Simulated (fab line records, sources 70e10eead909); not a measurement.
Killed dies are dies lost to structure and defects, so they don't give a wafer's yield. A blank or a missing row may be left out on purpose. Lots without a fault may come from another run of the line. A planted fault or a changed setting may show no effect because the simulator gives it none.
A struck lot beside a sound one | flow nand_harc | 15 steps out of a route of 1159
Sound: wafers L442.2, L442.4, L442.6. Struck: wafers L452.2, L452.3, L452.5. The cause comes at the end.
At each step with rows: each side's tool, then ch and its chambers, then its first start. Under that, the readings that differ: sound wafers | struck wafers | difference of the means | sigmas: that difference in standard deviations of wafers without a fault.
alike: readings whose means differ by less than 2 such deviations, and words and numbers that are the same on both sides. not compared: withheld readings, readings that some wafer has no value for, bounds like >300 that may hide the same value, and numbers for which the record gives no deviation and whose values overlap.
The two part at a step that has a row with sigmas, a row that says differs or no value, or rows on one side only. Numbers that don't overlap but have no deviation are shown without sigmas and don't part them. A reading that every wafer of one side lacks parts them only if that side has two wafers or more.

first, 6 steps without rows for these wafers: NHARC_THIN_TSV_COAT_27; NHARC_THIN_TSV_SOFTBAKE_28 (time 95 s); NHARC_THIN_TSV_EBR_29; NHARC_THIN_TSV_EXPOSE_30 (exposes mask PAD); NHARC_THIN_TSV_PEB_31 (peb time 85 s); NHARC_THIN_TSV_DEVELOP_32 (time 70 s).
NHARC_THIN_TSV_CD_MEAS_33: target cd 5000 nm.
  sound on cd_sem-03 ch 0, day 21 16:40; struck on cd_sem-02 ch 0, day 24 09:01
  alike: cd_nm
then, 1 step without rows for these wafers: NHARC_THIN_TSV_HARDBAKE_34 (time 80 s).
NHARC_THIN_TSV_DESCUM_35: chemistry O2, time 3 s.
  sound on rie_diel-03 ch 0,1, day 21 16:50; struck on rie_diel-03 ch 0,2,3, day 24 09:11
  alike: drypump_motor_current_A, oes_product_au, rf_vpp_V, showerhead_plenum_p_Torr, throttle_valve_pct
  not compared: rf_hours_counter_h
NHARC_THIN_TSV_ETCH_59: etches the open film in Cl2/BCl3, target depth 880 nm, time 138.1 s.
  sound on rie_metal-03 ch 0,1, day 21 16:57; struck on rie_metal-02 ch 0,1, day 24 09:20
  alike: bcl3_flow_sccm, drypump_motor_current_A, oes_product_au, throttle_valve_pct
  not compared: rf_hours_counter_h
NHARC_THIN_TSV_ETCH_36: etches the open film in Cl2/BCl3, target depth 65 nm, time 18.571 s.
  sound on rie_metal-03 ch 0, day 21 17:13; struck on rie_metal-02 ch 0, day 24 09:34
  alike: drypump_motor_current_A, oes_product_au
  not compared: rf_hours_counter_h
NHARC_THIN_TSV_STRIP_56: strips in O2.
  sound on plasma_asher-01 ch 0,1, day 21 17:22; struck on plasma_asher-02 ch 0, day 24 09:40
  alike: drypump_motor_current_A, heater_power_w
  not compared: rf_hours_counter_h
NHARC_THIN_TSV_STRIP_57: strips in post etch residue remover, time 1200 s.
  sound on wet_bench-08 ch 1,3,5, day 21 17:40; struck on wet_bench-10 ch 0,5,6, day 24 10:01
  no value came back on the struck wafers for bath_guard_temp_C (C), bath_heat_duty_pct (%); on the sound wafers bath_guard_temp_C (C) reads 72.5 72.9 73.1
NHARC_THIN_TSV_CD_MEAS_37:
  sound on cd_sem-01, day 21 18:07; struck on cd_sem-02, day 24 10:28
  alike: cd_nm
NHARC_END_SORT_01:
  sound on prober-02 ch 0, day 22 02:25; struck on prober-01 ch 0, day 24 21:04
  reading      | sound  | struck | difference | sigmas
  killed_short | 4 5 10 | 2 2 0  | -5         | -3
  alike: defect_limited_yield, killed_at_array, killed_at_other, killed_at_periphery, killed_dies, killed_open, sort_bin_2_pct, sort_bin_3_pct, sort_bin_4_pct, sort_n_pass, sort_rim_yield_pct, sort_yield_pct

WHERE THEY PART
First at NHARC_THIN_TSV_STRIP_57; last, within this record, at NHARC_END_SORT_01.

WHY: what the simulator had put in
Skipped step whole: wet_bench-10, from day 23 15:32 on, at NHARC_THIN_TSV_STRIP_57. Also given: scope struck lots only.
